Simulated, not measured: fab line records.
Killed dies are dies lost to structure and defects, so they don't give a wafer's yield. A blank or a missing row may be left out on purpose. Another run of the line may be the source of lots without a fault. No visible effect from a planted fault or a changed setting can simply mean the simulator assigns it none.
Split-lot experiment + flow n5-finfet + 21 wafers read across 7 lots, on a route 1938 steps long

## ABOUT THE SPLIT
At N5_BEOL_M15_PEB_26 (peb time 90 s), the setting peb-time-s was moved away from the recipe's 90 s on 9 of the 21 wafers read, by -9.9% to +16.7%. For the rest of the wafers, this setting stayed at what the recipe calls for.

## FROM THE SPLIT TO THE READING: what the file shows between them, 2 steps
- N5_BEOL_M15_DEVELOP_27: develop time 45 s
- N5_BEOL_M15_HARDBAKE_32: time 120 s

## THE READING
cd-nm, in nm, at N5_BEOL_M15_CD_MEAS_28 (target cd 407.6 nm). Fault-free wafers of this fab line usually give 406.9 nm, standard deviation 2 nm.

| wafer  | tool, chamber at the split | peb-time-s as run, s | against the recipe | cd-nm, nm | against lot-mates on the recipe |
|--------|----------------------------|----------------------|--------------------|-----------|---------------------------------|
| L076.3 | litho-track-02, 0          | 90                   | recipe             | 407.3     | -                               |
| L076.4 | litho-track-02, 0          | 104                  | +15.6%             | 413.7     | +6.9                            |
| L076.6 | litho-track-02, 0          | 90                   | recipe             | 406.3     | -                               |
| L080.1 | litho-track-02, 0          | 83.21                | -7.5%              | 405.0     | -3.6                            |
| L080.4 | litho-track-02, 0          | 83.21                | -7.5%              | 404.6     | -4.0                            |
| L080.5 | litho-track-02, 0          | 90                   | recipe             | 408.6     | -                               |
| L079.2 | litho-track-01, 0          | 81.05                | -9.9%              | 400.3     | -2.3                            |
| L079.4 | litho-track-01, 0          | 90                   | recipe             | 402.6     | -                               |
| L079.6 | litho-track-01, 0          | 81.05                | -9.9%              | 400.4     | -2.2                            |
| L077.1 | litho-track-02, 0          | 90                   | recipe             | 403.8     | -                               |
| L077.2 | litho-track-02, 0          | 90                   | recipe             | 400.8     | -                               |
| L077.6 | litho-track-02, 0          | 90                   | recipe             | 402.2     | -                               |
| L081.2 | litho-track-05, 0          | 90                   | recipe             | 408.1     | -                               |
| L081.3 | litho-track-05, 0          | 90                   | recipe             | 408.5     | -                               |
| L081.6 | litho-track-05, 0          | 90                   | recipe             | 408.2     | -                               |
| L084.2 | litho-track-01, 0          | 105                  | +16.7%             | 411.2     | +5.1                            |
| L084.4 | litho-track-01, 0          | 105                  | +16.7%             | 412.1     | +6.0                            |
| L084.6 | litho-track-01, 0          | 90                   | recipe             | 406.1     | -                               |
| L085.1 | litho-track-02, 0          | 96.45                | +7.2%              | 409.8     | +3.9                            |
| L085.3 | litho-track-02, 0          | 90                   | recipe             | 405.9     | -                               |
| L085.6 | litho-track-02, 0          | 96.45                | +7.2%              | 410.3     | +4.4                            |

FIT RESULTS
A straight line over all 21 wafers: cd-nm changes by +0.412 nm for each +1% of peb-time-s; r = +0.81; the points scatter about the line by 2.3 nm.
The same after taking each lot's own level away (the mean of its wafers on the recipe; 21 wafers): +0.37 nm for each +1%; r = +0.95; scatter 0.97 nm.
On that fit, the largest move of peb-time-s shifts the reading by 6.2 nm.
The lots' own levels span 402.27 to 408.60 nm, that is 3.2 times the standard deviation above.
Hence the slope depends on the lot-to-lot level, as the two fits are not the same.
Check: for one of the wafers moved furthest among these (+16.7%), held out of the fit, the line's prediction against its lot-mates is +6.76 nm. Against them it came out at +5.1 nm.

## THE OTHER SPLITS THESE WAFERS WENT THROUGH
These wafers also went through other splits before the reading. Each is held against what the fit with the lots' levels taken away leaves over:
| other split on the same wafers | wafers away from the commonest value | r with cd-nm (lot level and that fit taken away) |
|--------------------------------|--------------------------------------|--------------------------------------------------|
| N5_BEOL_M12_SPUTTER_45 time-s  | 10                                   | +0.02                                            |
| N5_BEOL_M13_SPUTTER_43 time-s  | 11                                   | +0.00                                            |

## THE WHOLE CHAIN: every reading that the file lists as answering this split, in the file's order
| step                       | what it does                                                  | reading                                                         | change (the file's fit)               | r (the file's) |
|----------------------------|---------------------------------------------------------------|-----------------------------------------------------------------|---------------------------------------|----------------|
| N5_BEOL_M15_CD_MEAS_28     | target cd 407.6 nm                                            | cd-nm                                                           | +0.388 nm for each +1% of the setting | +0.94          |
| N5_BEOL_M15_DESCUM_33      | chemistry O2, time 7.9 s                                      | BEOL_M15.cd-nm (the simulator's own value, which no gauge read) | +0.423 nm for each +1% of the setting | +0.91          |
| N5_BEOL_M15_TRENCH_ETCH_34 | etches SiO2 in C4F8/O2/Ar, target depth 872.93 nm, time 199 s | BEOL_M15.cd-nm (the simulator's own value, which no gauge read) | +0.41 nm for each +1% of the setting  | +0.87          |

## THE FILE'S OWN FIT
cd-nm changes by +0.388 nm for each +1% of peb-time-s, r = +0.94.
